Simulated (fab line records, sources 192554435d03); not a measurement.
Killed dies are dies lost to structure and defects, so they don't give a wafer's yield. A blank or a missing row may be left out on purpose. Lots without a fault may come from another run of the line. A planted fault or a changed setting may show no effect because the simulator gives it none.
A struck lot beside a sound one | flow n5_finfet | 13 steps out of a route of 1938
Sound: wafers L293.1, L293.3, L293.4. Struck: wafers L312.1, L312.4, L312.5. The cause comes at the end.
At each step with rows: each side's tool, then ch and its chambers, then its first start. Under that, the readings that differ: sound wafers | struck wafers | difference of the means | sigmas: that difference in standard deviations of wafers without a fault.
alike: readings whose means differ by less than 2 such deviations, and words and numbers that are the same on both sides. not compared: withheld readings, readings that some wafer has no value for, bounds like >300 that may hide the same value, and numbers for which the record gives no deviation and whose values overlap.
The two part at a step that has a row with sigmas, a row that says differs or no value, or rows on one side only. Numbers that don't overlap but have no deviation are shown without sigmas and don't part them. A reading that every wafer of one side lacks parts them only if that side has two wafers or more.

first, 9 steps without rows for these wafers: N5_BEOL_M0_SAQP_COAT_87 (time 60 s, resist thk 5 nm); N5_BEOL_M0_SAQP_COAT_34 (resist thk 30 nm); N5_BEOL_M0_SAQP_EBR_36; N5_BEOL_M0_SAQP_SOFTBAKE_35 (time 60 s); N5_BEOL_M0_SAQP_EXPOSE_37 (exposes mask M0 CUT1, target cd 30 nm); N5_BEOL_M0_SAQP_PEB_38 (peb time 60 s); N5_BEOL_M0_SAQP_DEVELOP_39 (develop time 30 s); N5_BEOL_M0_SAQP_DESCUM_45 (chemistry O2, time 7 s); N5_BEOL_M0_SAQP_ETCH_88 (etches underlayer in N2/H2, target depth 6.5 nm, time 5.2 s).
N5_BEOL_M0_SAQP_ETCH_73: etches SiARC in CF4, target depth 19.5 nm, time 32.5 s.
  sound on rie_diel-03 ch 0,2,3, day 6 07:36; struck on rie_diel-02 ch 0,2,3, day 11 12:41
  no value came back on the struck wafers for any of 9 readings (bias_w (W), cf4_flow_sccm (sccm) and others); on the sound wafers bias_w (W) reads 36.07 35.97 35.83
then, 1 step without rows for these wafers: N5_BEOL_M0_SAQP_CUT_ETCH_46 (etches SOC in N2/H2, target depth 135 nm, overetch 27 nm, time 202.5 s).
N5_BEOL_M4_RC_MEAS_101:
  the record has rows for the sound wafers here (prober-02 ch 0, day 9 01:06) and none for the struck ones
-- the record jumps here: 9 days lie between the struck wafers' starts before and after (it left off in module BEOL_M4 and takes up again in module PASSIVATION, whose first step shown is number 1936 of the route) --
N5_PASSIVATION_PROBE_49:
  the record has rows for the struck wafers here (prober-01, day 20 15:58) and none for the sound ones

WHERE THEY PART
First at N5_BEOL_M0_SAQP_ETCH_73; last, within this record, at N5_PASSIVATION_PROBE_49.

WHY: what the simulator had put in
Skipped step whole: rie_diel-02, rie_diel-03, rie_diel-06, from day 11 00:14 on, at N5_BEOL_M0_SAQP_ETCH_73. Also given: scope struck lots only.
